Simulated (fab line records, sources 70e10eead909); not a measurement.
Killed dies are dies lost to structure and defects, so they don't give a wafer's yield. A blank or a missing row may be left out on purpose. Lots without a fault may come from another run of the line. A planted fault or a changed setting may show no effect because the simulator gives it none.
Chamber matching | flow nand_harc | NHARC_P_GATE_DEP_103 on pecvd-02: 3 sister chambers
The step deposits SiON, target thk 30 nm. 14 wafers are shown with their chamber, then 7 later ones without.

WAFERS WITH THEIR CHAMBER
wafer  | chamber | heater_power_w (W)
L077.1 | 1       | 770
L077.2 | 2       | 814
L077.5 | 0       | 831
L083.1 | 2       | 831
L083.2 | 0       | 740
L083.6 | 2       | 834
L086.3 | 0       | 848
L086.4 | 1       | 672
L086.6 | 2       | 717
L091.3 | 2       | 751
L091.5 | 1       | 700
L091.6 | 2       | 764
L095.1 | 1       | 671
L095.4 | 0       | 697

SIGNATURES (means of the wafers above)
reading        | chamber 0 | chamber 1 | chamber 2 | scatter within a chamber
heater_power_w | 779.00    | 703.25    | 785.17    | 55.4
Rule: a wafer's distance from a chamber is the root of the sum, over the readings, of the square of ((its reading less the chamber's mean) divided by the reading's scatter). The wafer belongs to the nearest chamber; if the next one is less than 2 further off, it can't be placed. The scatter: the root of (the sum of the squares of (reading less its chamber's mean) over the shown wafers, divided by (wafers less chambers)).

WAFERS WITHOUT THEIR CHAMBER
wafer  | heater_power_w (W)
L095.5 | 727
L096.2 | 793
L096.3 | 830
L096.4 | 814
L097.1 | 700
L097.3 | 775
L097.6 | 809

WHICH CHAMBER EACH WENT THROUGH
wafer  | from the rows above          | in truth
L095.5 | can't be placed: 1 or 0 or 2 | 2
L096.2 | can't be placed: 2 or 0 or 1 | 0
L096.3 | can't be placed: 2 or 0 or 1 | 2
L096.4 | can't be placed: 2 or 0 or 1 | 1
L097.1 | can't be placed: 1 or 0 or 2 | 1
L097.3 | can't be placed: 0 or 2 or 1 | 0
L097.6 | can't be placed: 2 or 0 or 1 | 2
Placed correctly: 0 of 7. Can't be placed from these rows: 7 (the true chamber is among the candidates in 7). Placed wrongly: 0.
